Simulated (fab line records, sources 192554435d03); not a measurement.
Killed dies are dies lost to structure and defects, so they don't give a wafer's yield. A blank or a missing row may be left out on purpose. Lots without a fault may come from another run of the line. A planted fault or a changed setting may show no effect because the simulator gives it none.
Which tool did it? | flow n5_finfet | 10 lots, 30 wafers sampled, at 5 steps of a route of 1938

WHAT THE GAUGES READ, wafer by wafer
N5_SDB_THK_MEAS_31. Usual: SDB_THK 64.0 nm, standard deviation 0.77.
lot  | measured    | on            | SDB_THK (nm)   | flag
L826 | day 3 22:58 | film_metro-01 | 64.1 63.2 63.8 |
L829 | day 4 19:35 | film_metro-01 | 63.5 65.8 64.4 |
L835 | day 6 05:26 | film_metro-02 | 64.5 64.9 65.0 |
L840 | day 7 13:08 | film_metro-01 | 63.4 63.0 63.9 |
L841 | day 7 18:10 | film_metro-01 | 64.3 64.4 65.1 |
L842 | day 8 03:05 | film_metro-01 | 65.1 64.5 64.9 |
L843 | day 8 06:47 | film_metro-01 | 64.5 64.6 63.9 |
L845 | day 8 21:37 | film_metro-02 | 63.7 62.8 63.2 |
L846 | day 8 23:19 | film_metro-01 | 62.0 64.1 64.5 |
L849 | day 9 18:39 | film_metro-01 | 63.2 62.3 63.1 |

N5_SDB_INSPECT_36: inspects for defects (darkfield). Usual: raw_defect_count 39, standard deviation 17.
lot  | measured    | on                | raw_defect_count | flag
L826 | day 3 23:00 | defect_inspect-02 | 33 18 24         |
L829 | day 4 19:36 | defect_inspect-02 | 95 48 82         |
L835 | day 6 05:28 | defect_inspect-01 | 40 34 36         |
L840 | day 7 13:10 | defect_inspect-01 | 77 97 61         |
L841 | day 7 18:11 | defect_inspect-02 | 40 63 45         |
L842 | day 8 03:07 | defect_inspect-01 | 20 34 29         |
L843 | day 8 06:49 | defect_inspect-01 | 36 28 16         |
L845 | day 8 21:38 | defect_inspect-02 | 43 68 43         |
L846 | day 8 23:21 | defect_inspect-01 | 41 30 25         |
L849 | day 9 18:41 | defect_inspect-02 | 35 52 22         |

N5_BEOL_M4_RC_MEAS_101. Usual: DIBL_N 35.9 mV/V, standard deviation 1.3; DIBL_P 36.3 mV/V, standard deviation 1.5; IOFF_N 0.153 nA/um, standard deviation 0.023; IOFF_P 0.208 nA/um, standard deviation 0.028; ION_N 672 uA/um, standard deviation 9.7; ION_P 462 uA/um, standard deviation 6.6; SS_N 71.5 mV/dec, standard deviation 0.53; SS_P 73.3 mV/dec, standard deviation 0.59; VT_N 250.4 mV, standard deviation 2.7; VT_P -250.5 mV, standard deviation 3.
lot  | measured     | on        | DIBL_N (mV/V)  | DIBL_P (mV/V)  | IOFF_N (nA/um)    | IOFF_P (nA/um)    | ION_N (uA/um) | ION_P (uA/um) | SS_N (mV/dec)  | SS_P (mV/dec)  | VT_N (mV)         | VT_P (mV)            | flag
L826 | day 8 00:50  | prober-02 | 35.3 36.9 34.4 | 35.2 37.2 33.8 | 0.137 0.162 0.120 | 0.175 0.197 0.152 | 660 679 660   | 453 461 450   | 71.3 71.8 70.7 | 73.1 73.7 72.3 | 250.9 249.6 254.1 | -254.6 -255.0 -257.9 |
L829 | day 9 08:19  | prober-01 | 37.3 35.1 38.7 | 37.6 34.8 39.2 | 0.186 0.148 0.218 | 0.275 0.214 0.307 | 672 670 690   | 470 469 478   | 72.6 71.1 73.0 | 73.6 72.8 73.3 | 245.2 250.7 246.7 | -245.2 -248.0 -243.2 |
L835 | day 10 11:12 | prober-02 | 35.7 37.4 37.4 | 35.8 38.7 38.2 | 0.135 0.173 0.169 | 0.180 0.224 0.213 | 675 684 686   | 460 471 464   | 71.3 71.7 71.9 | 73.6 73.5 73.1 | 253.1 247.8 247.4 | -249.9 -248.1 -251.0 |
L840 | day 12 04:38 | prober-02 | 36.0 37.6 36.6 | 36.8 37.8 36.5 | 0.177 0.198 0.174 | 0.237 0.244 0.235 | 687 664 676   | 471 460 465   | 71.6 72.9 71.9 | 73.8 74.2 73.4 | 243.4 246.2 246.1 | -248.4 -247.6 -246.4 |
L841 | day 12 12:07 | prober-02 | 35.8 36.5 36.9 | 36.8 36.9 37.4 | 0.158 0.169 0.172 | 0.238 0.254 0.271 | 678 690 675   | 472 474 474   | 72.3 71.4 71.3 | 73.4 73.7 73.6 | 247.3 245.1 250.5 | -251.2 -247.2 -245.2 |
L842 | day 12 15:55 | prober-02 | 36.5 36.5 36.9 | 37.9 37.4 37.7 | 0.160 0.157 0.169 | 0.218 0.206 0.215 | 675 682 669   | 461 459 455   | 70.8 71.5 71.6 | 73.0 73.5 73.4 | 251.5 254.7 251.7 | -249.8 -253.8 -250.4 |
L843 | day 12 15:20 | prober-01 | 34.7 35.2 34.3 | 36.2 36.0 35.4 | 0.135 0.140 0.126 | 0.171 0.176 0.161 | 677 667 663   | 456 455 456   | 71.2 71.5 71.2 | 72.8 73.7 73.0 | 253.7 252.1 253.5 | -255.0 -255.3 -255.1 |
L845 | day 13 15:25 | prober-01 | 33.7 33.9 34.0 | 34.3 34.7 35.1 | 0.136 0.137 0.144 | 0.213 0.212 0.223 | 665 670 686   | 462 466 476   | 70.9 70.4 71.5 | 73.3 72.4 73.6 | 251.6 250.3 251.4 | -247.8 -248.5 -245.7 |
L846 | day 13 21:12 | prober-01 | 35.8 32.8 34.9 | 38.0 34.6 37.1 | 0.168 0.121 0.152 | 0.216 0.176 0.203 | 673 669 685   | 462 460 474   | 71.5 71.3 71.5 | 73.4 72.8 73.5 | 249.3 251.3 252.4 | -252.6 -253.5 -249.4 |
L849 | day 15 00:24 | prober-02 | 35.8 35.0 35.3 | 35.8 34.7 34.6 | 0.145 0.134 0.136 | 0.211 0.189 0.192 | 689 679 672   | 473 469 462   | 70.6 70.9 70.7 | 72.9 72.8 73.1 | 248.5 250.8 250.5 | -249.6 -249.5 -249.6 |

WHICH TOOL RAN EACH LOT (tool, then ch and the chambers of the sampled wafers, then the start)
lot  | N5_SDB_ETCH_18                    | N5_HKMG_FIN_ETCH_58
L826 | rie_diel-06 ch 0,1,2, day 3 18:55 | rie_diel-06 ch 0,2, day 4 00:55
L829 | rie_diel-06 ch 0,2,3, day 4 15:50 | rie_diel-03 ch 0,1,3, day 4 21:46
L835 | rie_diel-03 ch 0,1,3, day 6 00:03 | rie_diel-06 ch 0,1,3, day 6 09:01
L840 | rie_diel-06 ch 1,2,3, day 7 09:15 | rie_diel-06 ch 1,3, day 7 16:43
L841 | rie_diel-03 ch 0,1,3, day 7 13:24 | rie_diel-06 ch 0,1,3, day 7 21:19
L842 | rie_diel-03 ch 0,2,3, day 7 21:50 | rie_diel-06 ch 1,3, day 8 05:38
L843 | rie_diel-03 ch 2,3, day 8 02:13   | rie_diel-03 ch 0,2,3, day 8 08:49
L845 | rie_diel-05 ch 0,2, day 8 17:52   | rie_diel-03 ch 1,2, day 8 23:28
L846 | rie_diel-05 ch 1,2, day 8 18:49   | rie_diel-03 ch 0,2, day 9 01:16
L849 | rie_diel-03 ch 1,2, day 9 14:30   | rie_diel-03 ch 0,2, day 9 20:48
- N5_SDB_ETCH_18: etches SOC in N2/H2, target depth 100 nm, overetch 20 nm, time 150 s.
- N5_HKMG_FIN_ETCH_58: etches SOC in N2/H2, target depth 215.8 nm, time 741 s.

WHAT THE TOOLS THEMSELVES READ (means of the sampled wafers that have a number; where no wafer has one, the mark that the record gives instead)
N5_SDB_ETCH_18. Usual: bias_w 150.0 W, standard deviation 0.44; chamber_pressure_mTorr 29.998 mTorr, standard deviation 0.027; drypump_motor_current_A 5.9 A, standard deviation 0.33; oes_product_au 0.70 a.u., standard deviation 0.079; rf_vpp_V 523 V, standard deviation 3.3; showerhead_plenum_p_Torr 2.53 Torr, standard deviation 0.11; temp_c 40.00 C, standard deviation 0.1; throttle_valve_pct 17.92 %, standard deviation 0.25.
lot  | tool        | bias_w (W) | chamber_pressure_mTorr (mTorr) | drypump_motor_current_A (A) | oes_product_au (a.u.) | rf_vpp_V (V) | showerhead_plenum_p_Torr (Torr) | temp_c (C) | throttle_valve_pct (%) | flag
L826 | rie_diel-06 | 150.4      | 29.976                         | 5.8                         | 0.68                  | 522          | 2.47                            | 40.18      | 17.91                  |
L829 | rie_diel-06 | 150.2      | 30.039                         | 6.2                         | 0.67                  | 522          | 2.50                            | 40.06      | 17.88                  |
L835 | rie_diel-03 | 150.0      | 30.005                         | 5.9                         | 0.66                  | 525          | 2.61                            | 39.91      | 18.03                  |
L840 | rie_diel-06 | 150.0      | 29.998                         | 6.0                         | 0.76                  | 525          | 2.58                            | 39.99      | 17.80                  |
L841 | rie_diel-03 | 150.2      | 29.997                         | 5.9                         | 0.74                  | 525          | 2.60                            | 39.94      | 17.92                  |
L842 | rie_diel-03 | 150.0      | 29.974                         | 6.0                         | 0.67                  | 522          | 2.51                            | 40.06      | 17.95                  |
L843 | rie_diel-03 | 150.1      | 29.987                         | 6.2                         | 0.67                  | 521          | 2.45                            | 40.00      | 18.04                  |
L845 | rie_diel-05 | 149.6      | 30.011                         | 5.3                         | 0.72                  | 524          | 2.51                            | 39.92      | 18.08                  |
L846 | rie_diel-05 | 150.4      | 29.978                         | 5.8                         | 0.71                  | 523          | 2.52                            | 39.95      | 17.53                  |
L849 | rie_diel-03 | 150.0      | 29.981                         | 6.1                         | 0.71                  | 521          | 2.42                            | 40.03      | 18.09                  |

N5_HKMG_FIN_ETCH_58. Usual: bias_w 13.00 W, standard deviation 0.036; chamber_pressure_mTorr 29.999 mTorr, standard deviation 0.027; drypump_motor_current_A 5.8 A, standard deviation 0.35; oes_product_au 0.79 a.u., standard deviation 0.1; rf_vpp_V 99.1 V, standard deviation 1.1; showerhead_plenum_p_Torr 2.52 Torr, standard deviation 0.11; throttle_valve_pct 17.84 %, standard deviation 0.24.
lot  | tool        | bias_w (W) | chamber_pressure_mTorr (mTorr) | drypump_motor_current_A (A) | oes_product_au (a.u.) | rf_vpp_V (V) | showerhead_plenum_p_Torr (Torr) | throttle_valve_pct (%) | flag
L826 | rie_diel-06 | 13.00      | 30.009                         | 6.0                         | 0.81                  | 99.4         | 2.49                            | 17.70                  |
L829 | rie_diel-03 | 12.96      | 30.022                         | 5.8                         | 0.75                  | 99.8         | 2.61                            | 17.99                  |
L835 | rie_diel-06 | 13.00      | 30.003                         | 5.9                         | 0.82                  | 99.7         | 2.56                            | 17.77                  |
L840 | rie_diel-06 | 11.95      | 30.025                         | 5.7                         | 0.90                  | 94.3         | 2.64                            | 17.68                  | OFF
L841 | rie_diel-06 | 11.96      | 30.011                         | 5.9                         | 0.87                  | 95.4         | 2.56                            | 17.66                  | OFF
L842 | rie_diel-06 | 11.94      | 30.006                         | 5.7                         | 0.88                  | 94.0         | 2.63                            | 17.70                  | OFF
L843 | rie_diel-03 | 13.00      | 30.000                         | 5.9                         | 0.74                  | 98.8         | 2.51                            | 17.92                  |
L845 | rie_diel-03 | 13.01      | 30.004                         | 6.0                         | 0.87                  | 99.1         | 2.52                            | 18.04                  |
L846 | rie_diel-03 | 13.01      | 29.987                         | 5.8                         | 0.71                  | 98.4         | 2.45                            | 17.86                  |
L849 | rie_diel-03 | 13.01      | 29.996                         | 6.0                         | 0.71                  | 99.3         | 2.39                            | 17.97                  |

THE ANSWER, worked out from the rows above alone
Rule: a lot is off if the mean of its wafers that have a number lies more than 3 standard deviations from the usual mean. A lot without any number at a reading at which 4 lots or more have one is off too. The other lots that the step has rows for count as sound. The gauges are gone through in route order, then the tools' own readings, and for those a lot's mean is taken as printed above. The first step at which some lot is off is used, and at that step the reading that is off furthest; a lot without a number counts as furthest.
Off: L840, L841, L842, at N5_HKMG_FIN_ETCH_58 (bias_w).
A tool fits if, at that step or a process step before it, it ran every lot that is off, and no sound lot after the first of them. One fits: rie_diel-06 at N5_HKMG_FIN_ETCH_58. Its last sound lot is L835 (day 6 09:01), its first lot that is off L840 (day 7 16:43): a fault that began between those two fits.
The tool's own readings at N5_HKMG_FIN_ETCH_58 bear it out: on the lots that are off they differ by more than 5 times the standard deviation of the sound lots' means. bias_w reads 11.95 W there against 13.00 W on the sound lots; rf_vpp_V reads 94.6 V there against 99.2 V on the sound lots.

WHAT THE SIMULATOR HAD PUT IN
Process parameter drift: rie_diel-06, from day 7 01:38 on, at N5_HKMG_FIN_ETCH_58. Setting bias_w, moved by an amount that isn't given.
Lots struck among those shown: L840, L841, L842. The rule above found the same.
